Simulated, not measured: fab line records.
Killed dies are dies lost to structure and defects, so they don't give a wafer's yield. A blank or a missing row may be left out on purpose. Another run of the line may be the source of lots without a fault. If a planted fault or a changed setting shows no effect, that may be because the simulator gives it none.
Chamber matching | flow n5_finfet | rie_diel-04 running N5_BEOL_M1_STRIP_36: 4 sister chambers
The step strips in N2/H2. 20 wafers are shown with their chamber, then 10 later ones without.

WAFERS WITH THEIR CHAMBER
wafer  | chamber | showerhead_plenum_p_Torr (Torr) | drypump_motor_current_A (A) | throttle_valve_pct (%)
L077.1 | 3       | 2.65                            | 5.3                         | 23.7
L077.3 | 2       | 2.64                            | 6.2                         | 24.5
L077.5 | 0       | 2.50                            | 5.6                         | 24.2
L079.3 | 0       | 2.50                            | 5.5                         | 24.2
L079.4 | 2       | 2.64                            | 6.1                         | 24.5
L079.6 | 3       | 2.65                            | 5.3                         | 23.7
L084.1 | 3       | 2.64                            | 5.3                         | 23.7
L084.3 | 2       | 2.64                            | 6.2                         | 24.5
L084.4 | 1       | 2.55                            | 6.5                         | 23.1
L086.1 | 0       | 2.50                            | 5.6                         | 23.8
L086.2 | 2       | 2.63                            | 6.1                         | 24.5
L086.5 | 2       | 2.63                            | 6.1                         | 24.5
L088.2 | 2       | 2.63                            | 6.1                         | 24.5
L088.3 | 1       | 2.55                            | 6.5                         | 23.1
L088.5 | 3       | 2.64                            | 5.3                         | 23.7
L089.2 | 1       | 2.55                            | 6.5                         | 23.1
L089.4 | 3       | 2.64                            | 5.3                         | 23.7
L089.6 | 3       | 2.64                            | 5.3                         | 23.7
L090.1 | 3       | 2.64                            | 5.4                         | 23.7
L090.5 | 3       | 2.64                            | 5.3                         | 23.7

SIGNATURES, as means of the wafers listed above
reading                  | chamber 0 | chamber 1 | chamber 2 | chamber 3 | scatter within a chamber
showerhead_plenum_p_Torr | 2.5000    | 2.5500    | 2.6350    | 2.6425    | 0.00433
drypump_motor_current_A  | 5.567     | 6.500     | 6.133     | 5.312     | 0.0424
throttle_valve_pct       | 24.067    | 23.100    | 24.500    | 23.700    | 0.0816
Rule: a wafer lies at a distance from a chamber equal to the root of the sum of squares, over the readings, of (its reading less the chamber's mean, divided by the reading's scatter). The wafer belongs to the nearest chamber; if the next one is less than 2 further off, it can't be placed. The scatter: the root of (the sum of the squares of (reading less its chamber's mean) over the shown wafers, divided by (wafers less chambers)).

WAFERS WITHOUT THEIR CHAMBER
wafer  | showerhead_plenum_p_Torr (Torr) | drypump_motor_current_A (A) | throttle_valve_pct (%)
L090.6 | 2.63                            | 6.1                         | 24.5
L093.3 | 2.54                            | 6.5                         | 23.1
L093.4 | 2.49                            | 5.6                         | 23.8
L093.5 | 2.64                            | 5.3                         | 23.8
L094.4 | 2.54                            | 6.5                         | 23.1
L094.5 | 2.54                            | 6.5                         | 23.1
L094.6 | 2.49                            | 5.6                         | 23.9
L096.1 | 2.54                            | 6.5                         | 23.1
L096.2 | 2.63                            | 5.3                         | 23.8
L096.3 | 2.49                            | 5.6                         | 23.9

EACH ONE'S CHAMBER
wafer  | from the rows above | in truth
L090.6 | 2                   | 2
L093.3 | 1                   | 1
L093.4 | 0                   | 0
L093.5 | 3                   | 3
L094.4 | 1                   | 1
L094.5 | 1                   | 1
L094.6 | 0                   | 0
L096.1 | 1                   | 1
L096.2 | 3                   | 3
L096.3 | 0                   | 0
Placed correctly: 10 of 10. From these rows, 0 cannot be placed. Placed wrongly: 0.
